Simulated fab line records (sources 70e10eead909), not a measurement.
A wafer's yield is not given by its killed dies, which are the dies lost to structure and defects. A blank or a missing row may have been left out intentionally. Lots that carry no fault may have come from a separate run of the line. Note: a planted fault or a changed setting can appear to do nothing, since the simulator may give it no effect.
The tool behind it: which one?    flow nand_harc    6 lots, 17 wafers sampled, at 5 steps of a route of 1302

WHAT THE GAUGES SHOWED, per wafer
NHARC_END_SORT_01.
lot   measured      on         killed_at_array
L609  day 28 22:10  prober-01  67

WHAT TOOL EACH LOT RAN ON (gives the tool, then ch and the chambers of the sampled wafers, and finally the start)
lot   NHARC_A_STAIRCASE_TRIM_187          NHARC_A_STAIRCASE_ETCH_190                     NHARC_A_STAIRCASE_TRIM_196          NHARC_A_STAIRCASE_ETCH_197
L599  rie_diel-08 ch 0,2,3, day 17 05:46  rie_diel-08 ch 0,2, day 17 06:58 or earlier    rie_diel-07 ch 1,3, day 17 06:58    rie_diel-07 ch 0,3, no start
L603  rie_diel-08 ch 0,2,3, day 18 14:54  rie_diel-08 ch 0,1,2, day 18 15:57 or earlier  rie_diel-07 ch 0,1,3, day 18 15:57  rie_diel-07 ch 1,2, no start
L609  rie_diel-08 ch 1,2, day 20 03:44    rie_diel-08 ch 1,3, day 20 04:46 or earlier    rie_diel-08 ch 0,1, day 20 04:46    rie_diel-08 ch 0,1, day 28 22:10 or earlier
L614  rie_diel-08 ch 0,3, day 22 00:13    rie_diel-08 ch 0,1,3, day 22 01:22 or earlier  rie_diel-08 ch 1,2,3, day 22 01:22  rie_diel-08 ch 0,1, no start
L617  rie_diel-07 ch 0,2,3, day 23 21:35  rie_diel-07 ch 0,1, day 23 22:50 or earlier    rie_diel-07 ch 2,3, day 23 22:50    rie_diel-07 ch 1,2,3, no start
L619  rie_diel-01 ch 0,1,3, day 24 09:26  rie_diel-01 ch 1,2,3, day 24 10:28 or earlier  rie_diel-01 ch 0,2,3, day 24 10:28  rie_diel-01 ch 1,2,3, no start
- NHARC_A_STAIRCASE_TRIM_187: chemistry O2, time 211.2 s.
- NHARC_A_STAIRCASE_ETCH_190: etches the open film in C4F8/O2, target depth 100 nm, time 40.5 s.
- NHARC_A_STAIRCASE_TRIM_196: chemistry O2, time 211.2 s.
- NHARC_A_STAIRCASE_ETCH_197: etches the open film in C4F8/O2, target depth 100 nm, time 40.5 s.

THE ANSWER, worked out from the rows above alone
Rule: the lots themselves supply what counts as usual. The widest of any qualifying gaps counts: lots, ordered by their means at a reading, are off when they make up no more than a third of the lots, leave a main group of 4 or more, and stand apart from it by 3 or more times the standard deviation of that group's means. A main group whose means are all the same, to the digits that the tables above print for the reading, isn't used. A lot without any number at a reading at which 4 lots or more have one is off too. The other lots that the step has rows for count as sound.
None of the lots is off at any reading shown; this tells nothing.

WHAT HAD BEEN PUT IN BY THE SIMULATOR
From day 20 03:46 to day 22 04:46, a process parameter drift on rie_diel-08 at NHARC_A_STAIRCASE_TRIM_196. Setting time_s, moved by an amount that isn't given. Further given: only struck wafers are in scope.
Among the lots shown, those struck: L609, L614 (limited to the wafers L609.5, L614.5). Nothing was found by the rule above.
